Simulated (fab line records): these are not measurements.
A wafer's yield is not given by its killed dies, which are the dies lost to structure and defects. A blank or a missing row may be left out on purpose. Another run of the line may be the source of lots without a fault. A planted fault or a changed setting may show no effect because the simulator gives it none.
fab line records -- flow n5_finfet
[record] lots = 5, wafers = 12, last_day = 18
route steps=1938 shown BEOL_M0_SAQP@686 BEOL_M0_CUTY@701 BEOL_M0@715 BEOL_M4@1111 PASSIVATION@1936
lots untouched by any fault: they come from a run of this same line in which no faults occurred
start_h: hours from the record's first day to the start of the lot's first wafer shown -- wait_h: hours from the lot's prior step to this one -- " identical to the entry in the row above -- L1.1+2: a single row standing in for several wafers -- - no value, or no start was given -- * or withheld: withheld -- < > ~ a bound
route shown NAME@n: NAME is a module with steps in the file, n the number in the route of the first one -- usual: mean/standard deviation taken from wafers without a fault -- same: alike in all rows -- chamber/n: place in a boat -- sites: readings site by site -- _std_site: how widely they spread, as a standard deviation -- _edge_site: outer sites' mean less inner sites' -- radius_mm: for every site, how far away it sits from the centre of the wafer -- mask NAME#n: copy n -- behind: the most recent tool/chamber to have shaped the wafer -- hold: what put the lot on hold/how long, in hours/how the hold closed -- device: which transistor (n, p or np) failed to switch -- end of line: the tests these same wafers got at the end of their route -- a step without rows: its recipe alone -- killed: count of dies lost to structure and defects at first sort (not the wafer's yield) -- map: per-die view of a wafer (x killed, . not killed, _ where there is no die)
set.NAME: the setting as run; set.NAME@STEP: as run at that earlier step -- model.NAME: the simulator's own value behind a step, which no gauge read
lots seen at some steps along the route; tables by step, rows by wafer
services: from which hour (start_h, from the record's first day; less than 0 if before it) a tool's chamber was out of use, for how many hours, and why
[[steps]]
[step N5_BEOL_M0_SAQP_EXPOSE_37]
[recipe] mask_id = M0_CUT1, na = 0.33, source_shape = annular, sigma_inner = 0.35, sigma_outer = 0.8, polarization = unpolarized, target_cd_nm = 30, dose_mj = 44.75
[step N5_BEOL_M0_SAQP_PEB_38]
[recipe] peb_temp_c = 100, peb_time_s = 60, resist = CAR-EUV
[step N5_BEOL_M0_SAQP_DEVELOP_39]
[recipe] develop_time_s = 30, developer = TMAH, resist = CAR-EUV, rinse_liquid = surfactant_rinse, dry = air_spin, dev_temp_c = 23
[step N5_BEOL_M0_SAQP_DESCUM_45]
[recipe] chemistry = O2, time_s = 7, source_power_w = 50, bias_power_w = 20, pressure_mtorr = 20, rf_frequency_hz = 2.712e+07, temp_c = 40, resist = CAR-EUV, o2_flow_sccm = 225
[step N5_BEOL_M0_SAQP_ETCH_88]
[recipe] chemistry = N2/H2, target = underlayer, target_depth_a = 65, time_s = 5.2, ion_energy_ev = 200, mask_material = CAR-EUV, pressure_mtorr = 30, source_w = 840, bias_w = 150, n2_flow_sccm = 200, h2_flow_sccm = 200, ends = cleared
[step N5_BEOL_M0_SAQP_ETCH_73]
[recipe] chemistry = CF4, target = SiARC, target_depth_a = 195, mask_material = CAR-EUV, time_s = 32.5, ion_energy_ev = 80, pressure_mtorr = 40, source_w = 545, bias_w = 36, Ar_flow_sccm = 100, cf4_flow_sccm = 100, ends = cleared
[step N5_BEOL_M0_SAQP_CUT_ETCH_46]
[recipe] chemistry = N2/H2, target = SOC, target_depth_a = 1350, overetch_a = 270, temp_c = 40, time_s = 202.5, ion_energy_ev = 200, mask_material = SiARC, pressure_mtorr = 30, source_w = 840, bias_w = 150, n2_flow_sccm = 200, h2_flow_sccm = 200
[step N5_BEOL_M0_SAQP_STRIP_74]
[recipe] chemistry = N2/H2, temp_c = 40, n2_flow_sccm = 200, h2_flow_sccm = 200, rf_frequency_hz = 6e+07
[step N5_BEOL_M0_SAQP_STRIP_89]
[recipe] chemistry = N2/H2, temp_c = 40, n2_flow_sccm = 200, h2_flow_sccm = 200, rf_frequency_hz = 6e+07
[step N5_BEOL_M0_SAQP_ALD_48]
[recipe] material = SiO2, target_thk_a = 200, temp_c = 100, ald_precursor_family = BDEAS, ald_co_reactant = O2-plasma, pulse_time_s = 1, co_reactant_pulse_time_s = 1, purge_time_s = 2, co_reactant_purge_time_s = 2, ald_cycles = 139, pressure_torr = 2
[usual] ald_cycles = 139/0, heater_power_w = 76/7.8, precursor_pulse_height_rel = 1.002/0.019
lot.wafer,tool,chamber,start_h,wait_h,ald_cycles,heater_power_w,precursor_pulse_height_rel,since_wet_clean_h,model.SiO2_of_BEOL_M0_SAQP_ALD_48.thk_nm
L476.1,ald_sin-04,3,193.80,0.0,139,92,0.993,93,19.8
L476.2,ald_sin-04,0,193.80,0.0,139,65,1.031,93,20
L476.5,ald_sin-04,0,193.80,0.0,139,65,0.995,-,20
L481.1,ald_sin-04,3,225.47,0.0,139,90,0.998,125,20
L481.2,ald_sin-04,2,225.47,0.0,147,79,1.003,125,21.2
L482.3,ald_sin-04,3,229.77,0.0,147,89,1.019,129,21.2
L482.4,ald_sin-04,2,229.77,0.0,139,79,1.034,129,20
L484.2,ald_sin-04,3,243.54,0.5,147,90,0.981,143,21.2
L484.4,ald_sin-04,2,243.54,0.5,139,80,1.008,143,20
L485.1,ald_sin-03,0,244.17,0.1,139,74,1.016,53,20
L485.3,ald_sin-03,2,244.17,0.1,139,82,1.027,53,20.2
L485.5,ald_sin-03,2,244.17,0.1,139,86,1.023,-,20.2
[step N5_BEOL_M0_SAQP_ETCH_49]
[recipe] chemistry = CF4/O2, target_depth_a = 370, target = SiO2, pressure_mtorr = 40, source_w = 535, bias_w = 49, Ar_flow_sccm = 100, cf4_flow_sccm = 100, O2_flow_sccm = 10, ion_energy_ev = 100
[step N5_BEOL_M0_SAQP_STRIP_75]
[recipe] chemistry = CF4, resist = SiARC, power_w = 300, bias_power_w = 75, pressure_mtorr = 50, cf4_flow_sccm = 150, rf_frequency_hz = 6e+07
[step N5_BEOL_M0_CUTY_COAT_50]
[recipe] resist = SiARC, temp_c = 220, time_s = 60, spin_rpm = 1500, resist_thk_nm = 15
[step N5_BEOL_M0_CUTY_COAT_51]
[recipe] resist = CAR-ArF-block, spin_rpm = 1500, resist_thk_nm = 150
[step N5_BEOL_M0_CUTY_EBR_52]
[recipe] solvent = PGMEA, ebr_width_mm = 1.5
[step N5_BEOL_M0_CUTY_SOFTBAKE_53]
[recipe] temp_c = 110, time_s = 60, resist = CAR-ArF-block
[step N5_BEOL_M0_CUTY_EXPOSE_54]
[recipe] mask_id = M0_ABLK, na = 1.35, source_shape = conventional, sigma_outer = 0.8, polarization = unpolarized, dose_mj = 36
[step N5_BEOL_M0_CUTY_PEB_55]
[recipe] peb_temp_c = 110, peb_time_s = 60, resist = CAR-ArF-block
[step N5_BEOL_M0_CUTY_DEVELOP_56]
[recipe] develop_time_s = 30, developer = TMAH, resist = CAR-ArF-block, rinse_liquid = diw, dry = air_spin, dev_temp_c = 23
[step N5_BEOL_M0_CUTY_DESCUM_61]
[recipe] chemistry = O2, time_s = 7.9, source_power_w = 50, bias_power_w = 20, pressure_mtorr = 20, rf_frequency_hz = 2.712e+07, temp_c = 40, resist = CAR-ArF-block, o2_flow_sccm = 225
[step N5_BEOL_M0_CUTY_ETCH_62]
[recipe] chemistry = CF4, target = SiARC, mask_material = CAR-ArF-block, time_s = 58.5, ion_energy_ev = 80, pressure_mtorr = 40, source_w = 545, bias_w = 36, Ar_flow_sccm = 100, cf4_flow_sccm = 100, ends = cleared
[step N5_BEOL_M0_CUTY_ETCH_63]
[recipe] chemistry = N2/H2, target = SOC, target_depth_a = 827, overetch_a = 165, mask_material = SiARC, temp_c = 40, ion_energy_ev = 200, time_s = 124, pressure_mtorr = 30, source_w = 840, bias_w = 150, n2_flow_sccm = 200, h2_flow_sccm = 200
[step N5_BEOL_M0_CUTY_STRIP_64]
[recipe] chemistry = N2/H2, temp_c = 40, n2_flow_sccm = 200, h2_flow_sccm = 200, rf_frequency_hz = 6e+07
[step N5_BEOL_M0_ETCH_138]
[recipe] chemistry = CH3F/O2, target_depth_a = 120, target = SiCN, time_s = 31.6, ion_energy_ev = 120, pressure_mtorr = 30, source_w = 395, bias_w = 75, Ar_flow_sccm = 150, CH3F_flow_sccm = 30, O2_flow_sccm = 20, ends = cleared
[step N5_BEOL_M0_HM_OPEN_105]
[recipe] chemistry = Cl2/BCl3, target_depth_a = 120, target = TiN, ion_energy_ev = 150, pressure_mtorr = 10, icp_w = 1000, bias_w = 126, Cl2_flow_sccm = 53.25, bcl3_flow_sccm = 21.75, Ar_flow_sccm = 25
[step N5_BEOL_M0_STRIP_140]
[recipe] chemistry = CF4, resist = SiARC, power_w = 300, bias_power_w = 75, pressure_mtorr = 50, cf4_flow_sccm = 150, rf_frequency_hz = 6e+07
[usual] chamber_pressure_mTorr = 50.00/0.065, drypump_motor_current_A = 5.8/0.57, oes_product_au = 0.75/0.051, rf_vpp_V = 271.0/1.5, showerhead_plenum_p_Torr = 1.78/0.052, throttle_valve_pct = 13.60/0.28
lot.wafer,tool,chamber,start_h,wait_h,chamber_pressure_mTorr,drypump_motor_current_A,oes_product_au,rf_hours_counter_h,rf_vpp_V,showerhead_plenum_p_Torr,throttle_valve_pct,model.SiO2_of_BEOL_M0_SAQP_ALD_48.thk_nm
L476.1,rie_diel-02,3,195.96,0.1,50.04,5.7,0.71,209,270.4,1.78,13.81,11.2
L476.2,rie_diel-02,0,195.96,0.1,49.97,5.7,0.76,153,271.2,1.78,13.64,11
L476.5,rie_diel-02,2,195.96,0.1,50.03,6.1,0.77,-,270.6,1.80,13.59,11.2
L482.3,rie_diel-06,3,233.61,0.1,50.02,5.0,0.71,194,270.2,1.72,13.39,12.8
L482.4,rie_diel-06,0,233.61,0.1,49.97,5.8,0.68,233,271.0,1.69,13.93,11.2
L481.1,rie_diel-06,3,233.67,0.1,49.97,5.0,0.71,194,269.5,1.72,13.36,11
L481.2,rie_diel-06,0,233.67,0.1,50.05,5.8,0.68,233,268.7,1.69,13.94,12.2
L484.2,rie_diel-02,2,246.86,0.1,50.01,6.1,0.75,134,270.3,1.80,13.62,12.2
L484.4,rie_diel-02,0,246.86,0.1,49.85,5.7,0.75,171,270.2,1.78,13.67,11
L485.1,rie_diel-05,3,246.88,0.1,50.03,5.5,0.81,69,270.2,1.74,13.34,11
L485.3,rie_diel-05,2,246.88,0.1,49.94,6.2,0.70,217,271.1,1.78,13.98,11.6
L485.5,rie_diel-05,0,246.88,0.1,49.97,6.4,0.78,-,271.9,1.81,13.59,11.4
[step N5_BEOL_M0_STRIP_104]
[recipe] chemistry = N2/H2, power_w = 450, temp_c = 40, pressure_mtorr = 20, rf_frequency_hz = 6e+07, overash_fraction = 0.3, bias_power_w = 7, h2_frac = 0.5, n2_flow_sccm = 200, h2_flow_sccm = 200
[step N5_BEOL_M4_RC_MEAS_101]
[usual] DIBL_N = 36.3/2, DIBL_P = 36.3/2.4, IOFF_N = 0.16/0.034, IOFF_P = 0.21/0.035, ION_N = 672/12, ION_P = 459/6.5, SS_N = 71.6/0.67, SS_P = 73.3/0.71, VT_N = 250/3.5, VT_P = -251/3
lot.wafer,tool,chamber,start_h,wait_h,DIBL_N[mV/V],DIBL_P[mV/V],IOFF_N[nA/um],IOFF_P[nA/um],ION_N[uA/um],ION_P[uA/um],SS_N[mV/dec],SS_P[mV/dec],VT_N[mV],VT_P[mV]
L476.1,prober-01,0,261.26,0.0,39.2,41.3,0.21,0.29,671,462,72.9,74.2,249,-248
L476.2,prober-01,0,261.26,0.0,38.7,40.3,0.22,0.28,682,465,73.0,75.1,249,-242
L476.5,prober-01,0,261.26,0.0,36.1,38.5,0.17,0.24,670,455,72.0,75.0,253,-247
L482.3,prober-02,0,308.52,0.3,37.2,36.5,0.17,0.19,679,454,72.1,73.0,249,-252
L482.4,prober-02,0,308.52,0.3,35.2,35.1,0.14,0.17,676,457,71.1,73.0,249,-256
L485.1,prober-02,0,313.61,0.0,36.3,35.7,0.15,0.19,676,459,71.8,73.6,250,-250
L485.3,prober-02,0,313.61,0.0,37.1,37.6,0.19,0.22,690,469,71.8,74.6,248,-247
L485.5,prober-02,0,313.61,0.0,37.9,38.6,0.20,0.23,691,467,72.2,74.5,247,-248
L484.2,prober-01,0,318.02,0.2,35.9,35.0,0.15,0.18,671,458,71.1,73.6,248,-254
L484.4,prober-01,0,318.02,0.2,40.2,40.1,0.24,0.28,693,469,72.8,74.6,243,-250
L481.1,prober-02,0,318.71,0.0,35.9,35.4,0.17,0.19,672,457,71.6,73.7,249,-253
L481.2,prober-02,0,318.71,0.0,34.7,34.2,0.14,0.18,674,451,71.0,72.9,252,-251
[step N5_PASSIVATION_PROBE_49]
[usual] defect_limited_yield = 91.4/1.5, killed_at_M0_to_M3 = 33/11, killed_at_M4_up = 14/5.3, killed_at_contacts = 13/6.2, killed_at_front_end = 39/13, killed_at_other = 3.1/2.8, killed_dies = 102/17, killed_open = 68/13, killed_short = 32/7.8, sort_bin_5_function = 5.1/0.95, sort_bin_6_memory = 3.2/0.7, sort_n_pass = 1078/18, sort_yield_pct = 91.3/1.5
[same] gross_dies = 1180, killed_at_back_side = 0, sort_bin_4_leakage[%] = 0, sort_bin_8_speed[%] = 0
lot.wafer,tool,chamber,start_h,wait_h,defect_limited_yield[%],killed_at_M0_to_M3,killed_at_M4_up,killed_at_contacts,killed_at_front_end,killed_at_other,killed_dies,killed_open,killed_short,sort_bin_5_function[%],sort_bin_6_memory[%],sort_n_pass,sort_yield_pct[%]
L484.4,prober-01,-,427.52,0.2,92.5,19,17,10,39,3,88,56,32,3.6,3.1,1092,92.5
// killed by level:class
L484.4 BEOL_M4:geometric_particle:open=9 FIN_SAQP:geometric_particle:short=8 FIN_SAQP:geometric_particle:open=7 MOL_CONTACT_COAG:geometric_particle:open=6 BEOL_M2:geometric_particle:open=6 STI_FIN_REVEAL:geometric_particle:open=5 GATE_CUT:geometric_particle:open=5 BEOL_M0_SAQP:geometric_particle:short=5
[[services]]
tool,chamber,start_h,hours,kind
rie_diel-05,2,176.47,4.3,repair
ald_sin-03,-,177.52,14.0,pm
ald_sin-03,0,177.52,14.0,vent_cycle
ald_sin-03,1,177.52,14.0,vent_cycle
ald_sin-03,2,177.52,14.0,vent_cycle
ald_sin-03,3,177.52,14.0,vent_cycle
ald_sin-03,0,191.52,-,clean
ald_sin-03,1,191.52,-,clean
ald_sin-03,2,191.52,-,clean
ald_sin-03,3,191.52,-,clean
ald_sin-04,0,197.08,28.9,repair
rie_diel-02,-,212.23,1.0,repair
rie_diel-06,-,227.77,0.4,repair
rie_diel-05,3,229.94,6.9,repair
ald_sin-04,-,230.93,2.8,pm
rie_diel-05,2,235.44,7.4,repair
[[key]]
[first_sign] step = N5_BEOL_M0_SAQP_ALD_48, reading = ald_cycles, direction = up, sigmas = 99+, usual = *, struck = *
effect none on later readings
[model_effect] step = N5_BEOL_M0_SAQP_ALD_48, value = SiO2_of_BEOL_M0_SAQP_ALD_48.thk_nm, without = 20, struck = 21.2
[model_effect] step = N5_BEOL_M0_STRIP_140, value = SiO2_of_BEOL_M0_SAQP_ALD_48.thk_nm, without = 11.8, struck = 12.4
met_at N5_BEOL_M0_SAQP_ALD_48
struck_wafers L481.2,L482.3,L484.2
onset_between 193.80 225.47
[fault] kind = process_parameter_drift, tool = ald_sin-04, chamber = -, onset_h = 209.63, steps = N5_BEOL_M0_SAQP_ALD_48, channel = ald_cycles, offset = *, shape = step, end_h = 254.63, scope = struck_wafers_only, acts_in = *, stated = *
